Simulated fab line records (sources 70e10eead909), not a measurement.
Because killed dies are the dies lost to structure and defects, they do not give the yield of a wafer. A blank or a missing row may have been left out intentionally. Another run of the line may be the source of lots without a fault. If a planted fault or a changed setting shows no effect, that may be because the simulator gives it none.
Which tool is to blame? :: flow nand harc :: 13 lots with 39 wafers sampled at 5 steps, on a route of 1159 steps

WHAT THE GAUGES SHOWED, per wafer
NHARC_END_SORT_01. Usual: killed at array 26, standard deviation 11; killed at other 0.4, standard deviation 0.78; killed at periphery 3.4, standard deviation 2.4; killed dies 29, standard deviation 11; killed open 3.1, standard deviation 1.9; killed short 1.9, standard deviation 1.4.
lot: L720
measured: day 24 15:47
on: prober-01
killed at array: 674 675 673
killed at other: 0 0 0
killed at periphery: 3 2 4
killed dies: 677 677 677
killed open: 1 3 2
killed short: 3 1 5
flag: OFF

lot: L719
measured: day 24 23:32
on: prober-01
killed at array: 673 675 674
killed at other: 1 0 1
killed at periphery: 3 2 2
killed dies: 677 677 677
killed open: 5 2 2
killed short: 1 2 3
flag: OFF

lot: L721
measured: day 24 23:51
on: prober-02
killed at array: 670 670 673
killed at other: 0 0 0
killed at periphery: 7 7 4
killed dies: 677 677 677
killed open: 2 4 2
killed short: 2 5 1
flag: OFF

WHICH TOOL RAN EACH LOT (tool, then ch and the chambers of the sampled wafers, then the start)
lot: L706
NHARC_A_CONTACT_DEP_24: pecvd-04 ch 1,2, day 16 00:07
NHARC_A_CONTACT_DESCUM_47: rie diel-04 ch 0,1,2, day 16 05:38
NHARC_A_CONTACT_ETCH_111: har cap etch-03 ch 0,1, day 16 06:52
NHARC_A_CONTACT_ETCH_119: har cap etch-03 ch 0,1, day 16 07:42

lot: L708
NHARC_A_CONTACT_DEP_24: pecvd-03 ch 0,1,2, day 16 08:02
NHARC_A_CONTACT_DESCUM_47: rie diel-04 ch 0,1,3, day 16 11:41
NHARC_A_CONTACT_ETCH_111: har cap etch-02 ch 0,1, day 16 12:58
NHARC_A_CONTACT_ETCH_119: har cap etch-02 ch 0,1, day 16 13:47

lot: L709
NHARC_A_CONTACT_DEP_24: pecvd-03 ch 0,1,2, day 17 00:58
NHARC_A_CONTACT_DESCUM_47: rie diel-04 ch 0,2, day 17 04:39
NHARC_A_CONTACT_ETCH_111: har cap etch-03 ch 0,1, day 17 06:09
NHARC_A_CONTACT_ETCH_119: har cap etch-03 ch 0,1, day 17 06:59

lot: L711
NHARC_A_CONTACT_DEP_24: pecvd-01 ch 1, day 18 01:24
NHARC_A_CONTACT_DESCUM_47: rie diel-13 ch 1,3, day 18 06:25
NHARC_A_CONTACT_ETCH_111: har cap etch-03 ch 0,1, day 18 07:40
NHARC_A_CONTACT_ETCH_119: har cap etch-03 ch 0,1, day 18 08:31

lot: L715
NHARC_A_CONTACT_DEP_24: pecvd-03 ch 0,1,2, day 18 21:59
NHARC_A_CONTACT_DESCUM_47: rie diel-06 ch 0,1, day 19 01:31
NHARC_A_CONTACT_ETCH_111: har cap etch-03 ch 0,1, day 19 02:51
NHARC_A_CONTACT_ETCH_119: har cap etch-03 ch 0,1, day 19 03:55

lot: L713
NHARC_A_CONTACT_DEP_24: pecvd-03 ch 0,2, day 18 22:37
NHARC_A_CONTACT_DESCUM_47: rie diel-04 ch 0,1,3, day 19 02:22
NHARC_A_CONTACT_ETCH_111: har cap etch-02 ch 0,1, day 19 03:40
NHARC_A_CONTACT_ETCH_119: har cap etch-02 ch 0,1, day 19 04:30

lot: L714
NHARC_A_CONTACT_DEP_24: pecvd-01 ch 0,1, day 19 02:37
NHARC_A_CONTACT_DESCUM_47: rie diel-04 ch 0,1,2, day 19 07:27
NHARC_A_CONTACT_ETCH_111: har cap etch-03 ch 0,1, day 19 08:44
NHARC_A_CONTACT_ETCH_119: har cap etch-03 ch 0,1, day 19 09:49

lot: L717
NHARC_A_CONTACT_DEP_24: pecvd-04 ch 0,2, day 19 15:10
NHARC_A_CONTACT_DESCUM_47: rie diel-13 ch 0,3, day 19 20:01
NHARC_A_CONTACT_ETCH_111: har cap etch-02 ch 1, day 19 21:32
NHARC_A_CONTACT_ETCH_119: har cap etch-02 ch 1, day 19 22:21

lot: L720
NHARC_A_CONTACT_DEP_24: pecvd-03 ch 1,2, day 19 15:29
NHARC_A_CONTACT_DESCUM_47: rie diel-06 ch 1,3, day 19 20:27
NHARC_A_CONTACT_ETCH_111: har cap etch-03 ch 0,1, day 19 21:57
NHARC_A_CONTACT_ETCH_119: har cap etch-03 ch 0,1, day 19 23:26

lot: L719
NHARC_A_CONTACT_DEP_24: pecvd-04 ch 1,2, day 19 19:32
NHARC_A_CONTACT_DESCUM_47: rie diel-06 ch 0,1, day 19 23:04
NHARC_A_CONTACT_ETCH_111: har cap etch-02 ch 0,1, day 20 00:35
NHARC_A_CONTACT_ETCH_119: har cap etch-02 ch 0,1, day 20 01:24

lot: L721
NHARC_A_CONTACT_DEP_24: pecvd-03 ch 0,2, day 20 02:32
NHARC_A_CONTACT_DESCUM_47: rie diel-13 ch 0,1,3, day 20 06:20
NHARC_A_CONTACT_ETCH_111: har cap etch-03 ch 0,1, day 20 07:40
NHARC_A_CONTACT_ETCH_119: har cap etch-03 ch 0,1, day 20 08:47

lot: L725
NHARC_A_CONTACT_DEP_24: pecvd-01 ch 0,1, day 20 18:00
NHARC_A_CONTACT_DESCUM_47: rie diel-04 ch 0,2,3, day 20 21:48
NHARC_A_CONTACT_ETCH_111: har cap etch-03 ch 0,1, day 20 23:07
NHARC_A_CONTACT_ETCH_119: har cap etch-03 ch 0,1, day 20 23:56

lot: L728
NHARC_A_CONTACT_DEP_24: pecvd-03 ch 0,1, day 22 02:17
NHARC_A_CONTACT_DESCUM_47: rie diel-04 ch 0,2,3, day 22 05:57
NHARC_A_CONTACT_ETCH_111: har cap etch-01 ch 1, day 22 07:11
NHARC_A_CONTACT_ETCH_119: har cap etch-01 ch 1, day 22 08:01
- NHARC_A_CONTACT_DEP_24: deposits SiO2, target thk 500 nm.
- NHARC_A_CONTACT_DESCUM_47: chemistry O2, time 3 s.
- NHARC_A_CONTACT_ETCH_111: etches the open film in C4F8/O2/Ar, time 140 s, target depth 700 nm.
- NHARC_A_CONTACT_ETCH_119: etches the open film in C4F8/O2/Ar, time 94 s, target depth 922 nm.

WHAT THE TOOLS THEMSELVES READ (means of the sampled wafers that have a number; where no wafer has one, the mark that the record gives instead)
NHARC_A_CONTACT_DEP_24. Usual: heater power w 531 W, standard deviation 140; throttle valve pct 16.0 %, standard deviation 0.51.
lot: L706
tool: pecvd-04
heater power w (W): 545
throttle valve pct (%): 15.9
flag: 

lot: L708
tool: pecvd-03
heater power w (W): 534
throttle valve pct (%): 16.2
flag: 

lot: L709
tool: pecvd-03
heater power w (W): 519
throttle valve pct (%): 16.2
flag: 

lot: L711
tool: pecvd-01
heater power w (W): 404
throttle valve pct (%): 15.9
flag: 

lot: L715
tool: pecvd-03
heater power w (W): 527
throttle valve pct (%): 16.4
flag: 

lot: L713
tool: pecvd-03
heater power w (W): 541
throttle valve pct (%): 16.0
flag: 

lot: L714
tool: pecvd-01
heater power w (W): 471
throttle valve pct (%): 15.6
flag: 

lot: L717
tool: pecvd-04
heater power w (W): 372
throttle valve pct (%): 15.8
flag: 

lot: L720
tool: pecvd-03
heater power w (W): 407
throttle valve pct (%): 16.3
flag: 

lot: L719
tool: pecvd-04
heater power w (W): 575
throttle valve pct (%): 16.0
flag: 

lot: L721
tool: pecvd-03
heater power w (W): 687
throttle valve pct (%): 16.4
flag: 

lot: L725
tool: pecvd-01
heater power w (W): 507
throttle valve pct (%): 15.6
flag: 

lot: L728
tool: pecvd-03
heater power w (W): 659
throttle valve pct (%): 16.5
flag: 

NHARC_A_CONTACT_DESCUM_47. Usual: drypump motor current A 5.8 A, standard deviation 0.44; oes product au 1.001 a.u., standard deviation 0.0085; rf vpp V 57.8 V, standard deviation 0.82; showerhead plenum p Torr 1.93 Torr, standard deviation 0.095; throttle valve pct 11.311 %, standard deviation 0.009.
lot: L706
tool: rie diel-04
drypump motor current A (A): 5.7
oes product au (a.u.): 1.005
rf vpp V (V): 57.8
showerhead plenum p Torr (Torr): 1.96
throttle valve pct (%): 11.309
flag: 

lot: L708
tool: rie diel-04
drypump motor current A (A): 5.5
oes product au (a.u.): 1.002
rf vpp V (V): 58.1
showerhead plenum p Torr (Torr): 1.94
throttle valve pct (%): 11.308
flag: 

lot: L709
tool: rie diel-04
drypump motor current A (A): 5.8
oes product au (a.u.): 1.007
rf vpp V (V): 57.4
showerhead plenum p Torr (Torr): 1.90
throttle valve pct (%): 11.314
flag: 

lot: L711
tool: rie diel-13
drypump motor current A (A): 5.4
oes product au (a.u.): 0.996
rf vpp V (V): 57.0
showerhead plenum p Torr (Torr): 1.77
throttle valve pct (%): 11.314
flag: 

lot: L715
tool: rie diel-06
drypump motor current A (A): 6.1
oes product au (a.u.): 1.008
rf vpp V (V): 57.8
showerhead plenum p Torr (Torr): 1.96
throttle valve pct (%): 11.318
flag: 

lot: L713
tool: rie diel-04
drypump motor current A (A): 5.5
oes product au (a.u.): 1.003
rf vpp V (V): 58.1
showerhead plenum p Torr (Torr): 1.93
throttle valve pct (%): 11.313
flag: 

lot: L714
tool: rie diel-04
drypump motor current A (A): 5.7
oes product au (a.u.): 0.997
rf vpp V (V): 58.0
showerhead plenum p Torr (Torr): 1.95
throttle valve pct (%): 11.308
flag: 

lot: L717
tool: rie diel-13
drypump motor current A (A): 5.6
oes product au (a.u.): 1.015
rf vpp V (V): 56.8
showerhead plenum p Torr (Torr): 1.87
throttle valve pct (%): 11.305
flag: 

lot: L720
tool: rie diel-06
drypump motor current A (A): 6.4
oes product au (a.u.): 1.002
rf vpp V (V): 57.7
showerhead plenum p Torr (Torr): 2.02
throttle valve pct (%): 11.308
flag: 

lot: L719
tool: rie diel-06
drypump motor current A (A): 6.3
oes product au (a.u.): 0.997
rf vpp V (V): 58.5
showerhead plenum p Torr (Torr): 1.97
throttle valve pct (%): 11.318
flag: 

lot: L721
tool: rie diel-13
drypump motor current A (A): 5.4
oes product au (a.u.): 1.011
rf vpp V (V): 58.0
showerhead plenum p Torr (Torr): 1.93
throttle valve pct (%): 11.312
flag: 

lot: L725
tool: rie diel-04
drypump motor current A (A): 5.6
oes product au (a.u.): 0.999
rf vpp V (V): 58.8
showerhead plenum p Torr (Torr): 1.88
throttle valve pct (%): 11.309
flag: 

lot: L728
tool: rie diel-04
drypump motor current A (A): 5.6
oes product au (a.u.): 0.997
rf vpp V (V): 57.4
showerhead plenum p Torr (Torr): 1.88
throttle valve pct (%): 11.312
flag: 

NHARC_A_CONTACT_ETCH_111. Usual: chamber pressure mTorr 20.002 mTorr, standard deviation 0.017; oes air line au 0.996 a.u., standard deviation 0.019.
lot: L706
tool: har cap etch-03
chamber pressure mTorr (mTorr): 20.015
oes air line au (a.u.): 1.005
flag: 

lot: L708
tool: har cap etch-02
chamber pressure mTorr (mTorr): 20.008
oes air line au (a.u.): 0.994
flag: 

lot: L709
tool: har cap etch-03
chamber pressure mTorr (mTorr): 19.993
oes air line au (a.u.): 1.002
flag: 

lot: L711
tool: har cap etch-03
chamber pressure mTorr (mTorr): 19.997
oes air line au (a.u.): 0.981
flag: 

lot: L715
tool: har cap etch-03
chamber pressure mTorr (mTorr): 19.998
oes air line au (a.u.): 0.994
flag: 

lot: L713
tool: har cap etch-02
chamber pressure mTorr (mTorr): 19.991
oes air line au (a.u.): 1.020
flag: 

lot: L714
tool: har cap etch-03
chamber pressure mTorr (mTorr): 20.009
oes air line au (a.u.): 0.985
flag: 

lot: L717
tool: har cap etch-02
chamber pressure mTorr (mTorr): 19.988
oes air line au (a.u.): 0.991
flag: 

lot: L720
tool: har cap etch-03
chamber pressure mTorr (mTorr): -
oes air line au (a.u.): -
flag: OFF

lot: L719
tool: har cap etch-02
chamber pressure mTorr (mTorr): -
oes air line au (a.u.): -
flag: OFF

lot: L721
tool: har cap etch-03
chamber pressure mTorr (mTorr): -
oes air line au (a.u.): -
flag: OFF

lot: L725
tool: har cap etch-03
chamber pressure mTorr (mTorr): 19.994
oes air line au (a.u.): 0.984
flag: 

lot: L728
tool: har cap etch-01
chamber pressure mTorr (mTorr): 20.020
oes air line au (a.u.): 1.018
flag: 

NHARC_A_CONTACT_ETCH_119. Usual: chamber pressure mTorr 20.000 mTorr, standard deviation 0.017; oes air line au 0.996 a.u., standard deviation 0.022.
lot: L706
tool: har cap etch-03
chamber pressure mTorr (mTorr): 19.989
oes air line au (a.u.): 0.966
flag: 

lot: L708
tool: har cap etch-02
chamber pressure mTorr (mTorr): 19.998
oes air line au (a.u.): 0.988
flag: 

lot: L709
tool: har cap etch-03
chamber pressure mTorr (mTorr): 20.008
oes air line au (a.u.): 1.001
flag: 

lot: L711
tool: har cap etch-03
chamber pressure mTorr (mTorr): 20.008
oes air line au (a.u.): 0.987
flag: 

lot: L715
tool: har cap etch-03
chamber pressure mTorr (mTorr): 20.012
oes air line au (a.u.): 0.991
flag: 

lot: L713
tool: har cap etch-02
chamber pressure mTorr (mTorr): 20.011
oes air line au (a.u.): 1.008
flag: 

lot: L714
tool: har cap etch-03
chamber pressure mTorr (mTorr): 19.984
oes air line au (a.u.): 1.007
flag: 

lot: L717
tool: har cap etch-02
chamber pressure mTorr (mTorr): 20.007
oes air line au (a.u.): 0.998
flag: 

lot: L720
tool: har cap etch-03
chamber pressure mTorr (mTorr): 20.002
oes air line au (a.u.): 1.008
flag: 

lot: L719
tool: har cap etch-02
chamber pressure mTorr (mTorr): 20.005
oes air line au (a.u.): 1.003
flag: 

lot: L721
tool: har cap etch-03
chamber pressure mTorr (mTorr): 20.010
oes air line au (a.u.): 0.995
flag: 

lot: L725
tool: har cap etch-03
chamber pressure mTorr (mTorr): 19.989
oes air line au (a.u.): 1.007
flag: 

lot: L728
tool: har cap etch-01
chamber pressure mTorr (mTorr): 20.009
oes air line au (a.u.): 0.976
flag: 

THE ANSWER, worked out from the rows above alone
Rule: lot off if the mean of its wafers having a number is beyond 3 standard deviations from the usual mean. A lot without any number at a reading at which 4 lots or more have one is off too. The other lots that the step has rows for count as sound. Order of review: gauges by route order, followed by the tools' own readings, for which a lot's mean as printed above is used. At the first step where some lot is off, the reading lying furthest off is the one used; lots without a number count as furthest.
Off: L720, L719, L721 (NHARC_END_SORT_01, killed at array). Neither off nor sound, because the step has no rows for them: L706, L708, L709, L711, L715, L713, L714, L717, L725, L728.
A tool fits if, at a process step before that reading, it ran every lot that is off, and no sound lot after the first of them. Not tried: the gauges at NHARC_END_SORT_01; whatever is off there is also off at NHARC_A_CONTACT_ETCH_111, on other tools, and gauge error can't account for it. None of those tried fits.

WHAT WAS PUT IN BY THE SIMULATOR
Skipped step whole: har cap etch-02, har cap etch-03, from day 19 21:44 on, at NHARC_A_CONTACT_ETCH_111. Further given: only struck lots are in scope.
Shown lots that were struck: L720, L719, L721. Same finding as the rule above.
